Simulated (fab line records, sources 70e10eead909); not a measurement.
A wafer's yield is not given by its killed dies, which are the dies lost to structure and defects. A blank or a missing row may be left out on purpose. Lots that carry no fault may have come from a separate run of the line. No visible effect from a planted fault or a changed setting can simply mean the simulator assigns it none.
Tool commonality check | flow nand harc | 2 lots, 6 wafers sampled

WHY IT WAS OPENED
On 2 of the 2 lots, a flag is raised at NHARC_END_SORT_01 on the reading killed at array. No-fault wafers: 56, standard deviation 21.
Rule: a lot is flagged in two cases, either no wafer of it has a number, or all its wafers with numbers fall more than 4 standard deviations from that mean. As for the other lots, they are considered sound.

lot  | measured     | on        | killed at array, wafer by wafer | flag
L511 | day 27 10:53 | prober-02 | 665 661 664                     | FLAGGED
L512 | day 28 04:38 | prober-02 | 669 673 663                     | FLAGGED
The mean of the flagged lots' numbers is 666, +610 from the usual (+29 standard deviations).

WHICH TOOL RAN EACH LOT
Before the reading, the record contains 4 process steps out of a 1302-step route. In each cell: the tool, then ch and the chambers that the sampled wafers went through, then the start.
lot  | flag    | NHARC_A_CONTACT_DEP_84        | NHARC_THIN_TSV_DESCUM_14 | NHARC_THIN_TSV_ANNEAL_52 | NHARC_THIN_TSV_CMP_21
L511 | FLAGGED | acl dep-02 ch 0, day 25 05:55 | no row                   | no row                   | no row
L512 | FLAGGED | acl dep-02 ch 0, day 26 00:09 | no row                   | no row                   | no row
What the steps here do:
- NHARC_A_CONTACT_DEP_84: deposits aC, target thk 2800 nm.
- NHARC_THIN_TSV_DESCUM_14: chemistry O2, time 3 s.
- NHARC_THIN_TSV_ANNEAL_52: time 90 s.
- NHARC_THIN_TSV_CMP_21: polishes, t overpolish 30 s, target thk 2000 nm.
- NHARC_END_SORT_01

FLAGGED AGAINST TOTAL, ONE TOOL AT A TIME (gauges that did the reading follow at the end)
step                   | tool       | lots run | flagged | share of the flagged lots | sound lots run after its first flagged lot
NHARC_A_CONTACT_DEP_84 | acl dep-02 | 2        | 2       | all                       | 0
NHARC_END_SORT_01      | prober-02  | 2        | 2       | all                       | 0

WHAT THE TABLE ALLOWS
Table rows that saw every flagged lot: 2, namely acl dep-02 at NHARC_A_CONTACT_DEP_84 and prober-02 at NHARC_END_SORT_01.
- acl dep-02 at NHARC_A_CONTACT_DEP_84 ran 2 lots, 2 of them flagged. The start can't be narrowed down: in this sample, it ran no sound lot prior to its first flagged lot.
- prober-02 at NHARC_END_SORT_01 ran 2 lots, 2 of them flagged. The start can't be narrowed down: in this sample, it ran no sound lot prior to its first flagged lot.
A lot count leaves these 2 tools indistinguishable: every one of them fits a fault beginning at some hour. More lots, or a look at what each step does to the wafer, might.

WHAT THE SIMULATOR PUT IN
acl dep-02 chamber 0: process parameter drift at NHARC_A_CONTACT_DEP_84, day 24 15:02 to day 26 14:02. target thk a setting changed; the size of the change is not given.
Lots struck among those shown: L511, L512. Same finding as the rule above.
